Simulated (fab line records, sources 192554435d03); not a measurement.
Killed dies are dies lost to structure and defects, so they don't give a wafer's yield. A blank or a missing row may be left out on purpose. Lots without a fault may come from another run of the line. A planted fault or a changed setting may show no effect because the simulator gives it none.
One fault seen from 2 desks | flow n5_finfet | each desk has only its own numbers; what lay behind them comes last

THE TOOL OWNER'S DESK: rie_diel-01
The tool's own readings at N5_BEOL_M9_TRENCH_ETCH_37 (etches SiCOH lowk in C4F6/O2, target depth 151.43 nm, time 49 s): means of the sampled wafers that have a number, for each lot that ran on this tool. A lot is out of limits, marked OUT, if its mean lies more than 4 standard deviations from the usual mean; the brackets give that distance.
Columns: A = bias_w at N5_BEOL_M9_TRENCH_ETCH_37, usual 185.0 W; B = drypump_motor_current_A at N5_BEOL_M9_TRENCH_ETCH_37, usual 5.8 A; C = oes_product_au at N5_BEOL_M9_TRENCH_ETCH_37, usual 0.81 a.u.; D = rf_vpp_V at N5_BEOL_M9_TRENCH_ETCH_37, usual 669 V; E = showerhead_plenum_p_Torr at N5_BEOL_M9_TRENCH_ETCH_37, usual 2.88 Torr; F = throttle_valve_pct at N5_BEOL_M9_TRENCH_ETCH_37, usual 20.96 %
lot  | first seen here | A               | B   | C    | D   | E    | F
L599 | day 11 15:12    | 185.0           | 6.1 | 0.87 | 680 | 2.93 | 21.05
L600 | day 12 08:45    | 184.4           | 5.8 | 0.89 | 661 | 2.94 | 20.93
L605 | day 13 17:04    | 190.8 (+10) OUT | 5.8 | 0.91 | 670 | 2.96 | 20.91
This desk's finding: out of limits on L605; first on L605, day 13 17:04 (bias_w at N5_BEOL_M9_TRENCH_ETCH_37). In limits: L599, L600.

THE METROLOGY DESK
What the gauges read, lot by lot, whatever tool the lot ran on: means of the sampled wafers that have a number. A lot is out of limits, marked OUT, if its mean lies more than 4 standard deviations from the usual mean; the brackets give that distance.
Columns: A = V8_OVL at N5_BEOL_M9_OVL_MEAS_29, usual 0.2 nm
lot  | first seen here | A
L596 | day 11 10:00    | -0.1
L597 | day 11 14:38    | 0.0
L599 | day 11 14:50    | 0.0
L600 | day 12 08:23    | -0.7
L601 | day 12 14:16    | 0.9
L605 | day 13 16:23    | 0.9
L609 | day 14 08:14    | 0.4
L607 | day 14 08:32    | 0.2
L608 | day 14 08:46    | -0.0
L610 | day 15 16:11    | 0.1
L616 | day 16 05:37    | 0.1
This desk's finding: nothing out of limits on any of the 11 lots.

PUT TOGETHER
The tool owner's desk could have raised an alarm at day 13 17:04, on L605.
The metrology desk saw nothing out of limits.
The metrology desk has L605 on record, within its limits.
Of the lots named, all ran N5_BEOL_M9_TRENCH_ETCH_37 on rie_diel-01.

WHAT THE SIMULATOR HAD PUT IN
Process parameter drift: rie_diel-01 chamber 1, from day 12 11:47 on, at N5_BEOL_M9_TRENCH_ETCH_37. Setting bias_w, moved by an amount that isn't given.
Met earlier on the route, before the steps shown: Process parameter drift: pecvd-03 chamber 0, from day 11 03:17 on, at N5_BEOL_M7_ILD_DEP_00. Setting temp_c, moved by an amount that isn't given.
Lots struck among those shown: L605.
Hours from the fault's start to each desk's first reading out of limits: the tool owner's desk, 29.
